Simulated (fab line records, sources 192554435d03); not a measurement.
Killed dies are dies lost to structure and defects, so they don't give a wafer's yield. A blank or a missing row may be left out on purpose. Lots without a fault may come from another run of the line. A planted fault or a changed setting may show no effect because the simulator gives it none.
Split-lot experiment | flow n5_finfet | 7 lots, 21 wafers read, on a route of 1938 steps

THE SPLIT
At N5_BEOL_M15_ETCH_61 (etches BARC in N2/H2, target depth 89 nm, overetch 26.7 nm, time 67.9 s), the setting bias_w was moved away from the recipe's 150 W on 10 of the 21 wafers read, by -16.9% to +10.2%. The other wafers ran this setting at the recipe's value.

The reading is taken at the split's own step.

THE READING
rf_vpp_V, in V, at N5_BEOL_M15_ETCH_61 (etches BARC in N2/H2, target depth 89 nm, overetch 26.7 nm, time 67.9 s). Fault-free wafers of this fab line usually give 524.2 V, standard deviation 2.6 V.

wafer  | tool, chamber at the split | bias_w as run, W | against the recipe | rf_vpp_V, V | against lot-mates on the recipe
L074.3 | rie_diel-03, 1             | 161.5            | +7.7%              | 546.5       | +23.4
L074.4 | rie_diel-03, 1             | 161.5            | +7.7%              | 545.4       | +22.3
L074.6 | rie_diel-03, 3             | 150              | recipe             | 523.1       | -
L075.1 | rie_diel-05, 3             | 124.6            | -16.9%             | 471.0       | -51.6
L075.2 | rie_diel-05, 0             | 150              | recipe             | 521.0       | -
L075.3 | rie_diel-05, 1             | 150              | recipe             | 524.2       | -
L077.2 | rie_diel-06, 0             | 126.2            | -15.9%             | 471.1       | no lot-mate on the recipe
L077.3 | rie_diel-06, 3             | 126.2            | -15.9%             | 470.1       | no lot-mate on the recipe
L077.5 | rie_diel-06, 0             | 126.2            | -15.9%             | 469.1       | no lot-mate on the recipe
L078.2 | rie_diel-03, 0             | 150              | recipe             | 522.8       | -
L078.5 | rie_diel-03, 3             | 150              | recipe             | 521.7       | -
L078.6 | rie_diel-03, 2             | 150              | recipe             | 527.7       | -
L087.1 | rie_diel-06, 3             | 150              | recipe             | 525.2       | -
L087.3 | rie_diel-06, 0             | 150              | recipe             | 522.9       | -
L087.4 | rie_diel-06, 0             | 150              | recipe             | 521.2       | -
L092.3 | rie_diel-03, 2             | 165.3            | +10.2%             | 560.7       | +33.1
L092.4 | rie_diel-03, 2             | 150              | recipe             | 527.6       | -
L092.6 | rie_diel-03, 1             | 165.3            | +10.2%             | 551.8       | +24.2
L097.1 | rie_diel-03, 2             | 150              | recipe             | 529.7       | -
L097.4 | rie_diel-03, 1             | 142.3            | -5.1%              | 509.2       | -20.5
L097.5 | rie_diel-03, 0             | 142.3            | -5.1%              | 505.2       | -24.5

THE FIT
A straight line over all 21 wafers: rf_vpp_V changes by +3.25 V for each +1% of bias_w; r = +0.99; the points scatter about the line by 3 V.
The same after taking each lot's own level away (the mean of its wafers on the recipe; 18 wafers): +3.08 V for each +1%; r = +0.99; scatter 3.2 V.
On that fit, the largest move of bias_w shifts the reading by 52 V.
The lots' own levels span 522.60 to 529.70 V, that is 2.7 times the standard deviation above.
So the lot-to-lot level changes the slope little: the two slopes agree.
Check: with one of the wafers moved furthest among these (-16.9%) left out of the fit, the line predicts -55 V for it against its lot-mates. It came out at -51.6 V against them.
Tool readings at the split's step, against how far the setting was moved: rf_vpp_V r = +0.99.

THE FILE'S OWN FIT
rf_vpp_V changes by +3.06 V for each +1% of bias_w, r = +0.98.
